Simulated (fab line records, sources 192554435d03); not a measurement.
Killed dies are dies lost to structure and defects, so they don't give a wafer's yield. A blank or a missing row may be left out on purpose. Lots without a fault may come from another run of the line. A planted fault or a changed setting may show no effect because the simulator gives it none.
Split-lot experiment | flow n5_finfet | 7 lots, 21 wafers read, on a route of 1938 steps

THE SPLIT
At N5_FIN_CUT_COAT_19 (time 60 s, resist thk 20 nm), the setting spin_rpm was moved away from the recipe's 1500 rpm on 6 of the 21 wafers read, by -10.1% to +9.5%. The other wafers ran this setting at the recipe's value.

FROM THE SPLIT TO THE READING: what the file shows between them, 4 steps
- N5_FIN_CUT_COAT_29: time 60 s, resist thk 10 nm
- N5_FIN_CUT_COAT_02: resist thk 30 nm
- N5_FIN_CUT_DESCUM_13: chemistry O2, time 7 s
- N5_FIN_CUT_ETCH_30: etches underlayer in N2/H2, target depth 13 nm, time 10.4 s

THE READING
etch.depth_nm (the simulator's own value, which no gauge read), in nm, at N5_FIN_CUT_ETCH_20 (etches SiARC in CF4, target depth 26 nm, time 43.3 s). The file gives no usual value for it. The 15 wafers here that ran the recipe average 20.00 nm, standard deviation 0.047 nm.

wafer  | tool, chamber at the split | spin_rpm as run, rpm | against the recipe | etch.depth_nm, nm | against lot-mates on the recipe
L076.1 | litho_track-02, 0          | 1500                 | recipe             | 19.91             | -
L076.2 | litho_track-02, 0          | 1500                 | recipe             | 19.93             | -
L076.5 | litho_track-02, 0          | 1500                 | recipe             | 19.95             | -
L077.2 | litho_track-01, 0          | 1500                 | recipe             | 19.96             | -
L077.3 | litho_track-01, 0          | 1349                 | -10.1%             | 21.16             | +1.18
L077.4 | litho_track-01, 0          | 1500                 | recipe             | 20                | -
L085.2 | litho_track-04, 0          | 1611                 | +7.4%              | 19.34             | -0.71
L085.3 | litho_track-04, 0          | 1500                 | recipe             | 20.07             | -
L085.5 | litho_track-04, 0          | 1500                 | recipe             | 20.04             | -
L089.1 | litho_track-02, 0          | 1500                 | recipe             | 20                | -
L089.4 | litho_track-02, 0          | 1500                 | recipe             | 20.05             | -
L089.5 | litho_track-02, 0          | 1500                 | recipe             | 20.04             | -
L094.2 | litho_track-01, 0          | 1643                 | +9.5%              | 19.05             | -0.92
L094.4 | litho_track-01, 0          | 1643                 | +9.5%              | 19.07             | -0.90
L094.6 | litho_track-01, 0          | 1500                 | recipe             | 19.97             | -
L096.2 | litho_track-01, 0          | 1500                 | recipe             | 20.01             | -
L096.5 | litho_track-01, 0          | 1500                 | recipe             | 20.05             | -
L096.6 | litho_track-01, 0          | 1500                 | recipe             | 20.02             | -
L097.2 | litho_track-02, 0          | 1385                 | -7.7%              | 20.86             | +0.83
L097.4 | litho_track-02, 0          | 1500                 | recipe             | 20.03             | -
L097.5 | litho_track-02, 0          | 1385                 | -7.7%              | 20.92             | +0.89

THE FIT
A straight line over all 21 wafers: etch.depth_nm changes by -0.106 nm for each +1% of spin_rpm; r = -0.99; the points scatter about the line by 0.059 nm.
The same after taking each lot's own level away (the mean of its wafers on the recipe; 21 wafers): -0.105 nm for each +1%; r = -1.00; scatter 0.044 nm.
On that fit, the largest move of spin_rpm shifts the reading by 1.1 nm.
The lots' own levels span 19.930 to 20.055 nm, that is 2.7 times the standard deviation above.
So the lot-to-lot level changes the slope little: the two slopes agree.
Check: with one of the wafers moved furthest among these (-10.1%) left out of the fit, the line predicts +1.04 nm for it against its lot-mates. It came out at +1.18 nm against them.

OTHER SPLITS ON THESE WAFERS
These wafers also went through other splits before the reading. Each is held against what the fit with the lots' levels taken away leaves over:
other split on the same wafers | wafers away from the commonest value | r with etch.depth_nm (lot level and that fit taken away)
N5_FIN_SAQP_COAT_49 spin_rpm   | 8                                    | -0.22
N5_FIN_SAQP_EXPOSE_13 dose_mj  | 7                                    | +0.00
N5_FIN_SAQP_FIN_ETCH_36 bias_w | 6                                    | -0.29

THE WHOLE CHAIN: every reading that the file lists as answering this split, in the file's order
step               | what it does                                         | reading                                                                          | change (the file's fit)               | r (the file's)
N5_FIN_CUT_COAT_19 | time 60 s, resist thk 20 nm                          | SiARC_of_FIN_CUT_COAT_19.thk_nm (the simulator's own value, which no gauge read) | -0.108 nm for each +1% of the setting | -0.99
N5_FIN_CUT_ETCH_20 | etches SiARC in CF4, target depth 26 nm, time 43.3 s | etch.depth_nm (the simulator's own value, which no gauge read)                   | -0.106 nm for each +1% of the setting | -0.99

THE FILE'S OWN FIT
etch.depth_nm changes by -0.106 nm for each +1% of spin_rpm, r = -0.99.
